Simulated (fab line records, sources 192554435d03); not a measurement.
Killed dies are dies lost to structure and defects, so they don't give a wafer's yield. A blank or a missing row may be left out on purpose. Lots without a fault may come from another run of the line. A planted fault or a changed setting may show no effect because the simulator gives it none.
Chamber matching | flow n5_finfet | N5_FIN_SAQP_ETCH_51 on rie_diel-06: 4 sister chambers
The step etches SiARC in CF4, target depth 45.5 nm, time 75.8 s. 14 wafers are shown with their chamber, then 7 later ones without.

WAFERS WITH THEIR CHAMBER
wafer  | chamber | showerhead_plenum_p_Torr (Torr) | drypump_motor_current_A (A) | throttle_valve_pct (%)
L077.2 | 3       | 2.26                            | 5.1                         | 15.37
L077.4 | 0       | 2.02                            | 5.3                         | 15.90
L077.5 | 1       | 2.08                            | 6.7                         | 15.57
L078.1 | 0       | 2.02                            | 5.3                         | 15.89
L078.2 | 3       | 2.26                            | 5.1                         | 15.39
L078.4 | 0       | 2.02                            | 5.3                         | 15.92
L081.2 | 3       | 2.26                            | 5.1                         | 15.39
L081.3 | 2       | 2.27                            | 5.4                         | 15.50
L081.5 | 1       | 2.07                            | 6.7                         | 15.58
L082.1 | 2       | 2.27                            | 5.5                         | 15.52
L082.4 | 2       | 2.27                            | 5.4                         | 15.51
L082.6 | 1       | 2.07                            | 6.6                         | 15.59
L087.3 | 3       | 2.25                            | 5.1                         | 15.42
L087.4 | 1       | 2.07                            | 6.6                         | 15.60

SIGNATURES (means of the wafers above)
reading                  | chamber 0 | chamber 1 | chamber 2 | chamber 3 | scatter within a chamber
showerhead_plenum_p_Torr | 2.0200    | 2.0725    | 2.2700    | 2.2575    | 0.00387
drypump_motor_current_A  | 5.300     | 6.650     | 5.433     | 5.100     | 0.0408
throttle_valve_pct       | 15.9033   | 15.5850   | 15.5100   | 15.3925   | 0.0156
Rule: a wafer's distance from a chamber is the root of the sum, over the readings, of the square of ((its reading less the chamber's mean) divided by the reading's scatter). The wafer belongs to the nearest chamber; if the next one is less than 2 further off, it can't be placed. The scatter: the root of (the sum of the squares of (reading less its chamber's mean) over the shown wafers, divided by (wafers less chambers)).

WAFERS WITHOUT THEIR CHAMBER
wafer  | showerhead_plenum_p_Torr (Torr) | drypump_motor_current_A (A) | throttle_valve_pct (%)
L087.6 | 2.07                            | 6.7                         | 15.61
L094.1 | 2.27                            | 5.3                         | 15.42
L094.2 | 2.25                            | 5.1                         | 15.44
L094.6 | 2.26                            | 5.4                         | 15.55
L097.1 | 2.26                            | 5.5                         | 15.54
L097.3 | 2.25                            | 5.1                         | 15.45
L097.5 | 2.26                            | 5.5                         | 15.55

WHICH CHAMBER EACH WENT THROUGH
wafer  | from the rows above     | in truth
L087.6 | 1                       | 1
L094.1 | can't be placed: 3 or 2 | 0
L094.2 | 3                       | 3
L094.6 | 2                       | 2
L097.1 | 2                       | 2
L097.3 | 3                       | 3
L097.5 | 2                       | 2
Placed correctly: 6 of 7. Can't be placed from these rows: 1 (the true chamber is among the candidates in 0). Placed wrongly: 0.
